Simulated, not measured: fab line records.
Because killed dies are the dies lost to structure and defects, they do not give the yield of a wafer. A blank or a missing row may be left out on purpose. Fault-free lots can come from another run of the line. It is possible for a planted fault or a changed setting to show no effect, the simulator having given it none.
Split-lot experiment	flow n5-finfet	7 lots, 21 wafers read, on a route of 1938 steps

THE SPLIT ITSELF
At N5_BEOL_M9_EXPOSE_25 (exposes mask V8), the setting dose-mj was moved away from the recipe's 37.25 on 6 of the 21 wafers read, by -6.3% to +3.5%. The other wafers ran this setting at the recipe's value.

FROM THE SPLIT TO THE READING: what the file shows between them, 2 steps
- N5_BEOL_M9_PEB_26: peb time 60 s
- N5_BEOL_M9_DEVELOP_27: develop time 30 s

THE READING
cd-nm (nm) at N5_BEOL_M9_CD_MEAS_28, where the cd target is 70 nm. Typical for fault-free wafers on this fab line: 70.07 nm, with standard deviation 0.28 nm.

wafer	tool, chamber at the split	dose-mj as run	against the recipe	cd-nm, nm	against lot-mates on the recipe
L078.1	euv-scanner-01, 0	37.25	recipe	69.83	-
L078.3	euv-scanner-01, 0	35.65	-4.3%	68.70	-0.89
L078.4	euv-scanner-01, 0	37.25	recipe	69.36	-
L081.1	euv-scanner-01, 0	36.09	-3.1%	69.72	-0.49
L081.2	euv-scanner-01, 0	37.25	recipe	70.21	-
L081.6	euv-scanner-01, 0	36.09	-3.1%	69.48	-0.73
L083.1	euv-scanner-01, 0	38.57	+3.5%	70.45	+0.45
L083.2	euv-scanner-01, 0	37.25	recipe	69.86	-
L083.6	euv-scanner-01, 0	37.25	recipe	70.14	-
L084.1	euv-scanner-02, 0	37.25	recipe	69.91	-
L084.5	euv-scanner-02, 0	37.25	recipe	69.96	-
L084.6	euv-scanner-02, 0	37.25	recipe	70.13	-
L086.2	euv-scanner-02, 0	37.25	recipe	70.28	-
L086.4	euv-scanner-02, 0	37.25	recipe	70.65	-
L086.6	euv-scanner-02, 0	37.25	recipe	70.42	-
L087.1	euv-scanner-02, 0	34.89	-6.3%	68.17	-1.89
L087.3	euv-scanner-02, 0	37.25	recipe	70.06	-
L087.5	euv-scanner-02, 0	34.89	-6.3%	68.60	-1.46
L091.1	euv-scanner-02, 0	37.25	recipe	69.97	-
L091.2	euv-scanner-02, 0	37.25	recipe	70.37	-
L091.5	euv-scanner-02, 0	37.25	recipe	70.21	-

FIT RESULTS
A straight line over all 21 wafers: cd-nm changes by +0.239 nm for each +1% of dose-mj; r = +0.88; the points scatter about the line by 0.32 nm.
The same after taking each lot's own level away (the mean of its wafers on the recipe; 21 wafers): +0.229 nm for each +1%; r = +0.95; scatter 0.19 nm.
The reading moves by 1.5 nm for the largest change in dose-mj, on that fit.
The span of the lots' own levels, 69.595 to 70.450 nm, comes to 3.1 times the standard deviation stated above.
Consequently the slope shifts little with the lot-to-lot level, the two slopes agreeing.
Check: with one of the wafers moved furthest among these (-6.3%) left out of the fit, the line predicts -1.3 nm for it against its lot-mates. It came out at -1.89 nm against them.

FURTHER SPLITS ON THESE WAFERS
These wafers also went through other splits before the reading. Each is held against what the fit with the lots' levels taken away leaves over:
other split on the same wafers	wafers away from the commonest value	r with cd-nm (lot level and that fit taken away)
N5_BEOL_M7_EXPOSE_08 dose-mj	5	-0.21
N5_BEOL_M9_COAT_22 spin-rpm	4	-0.05

FILE'S OWN FIT
cd-nm changes by +0.223 nm for each +1% of dose-mj, r = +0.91.
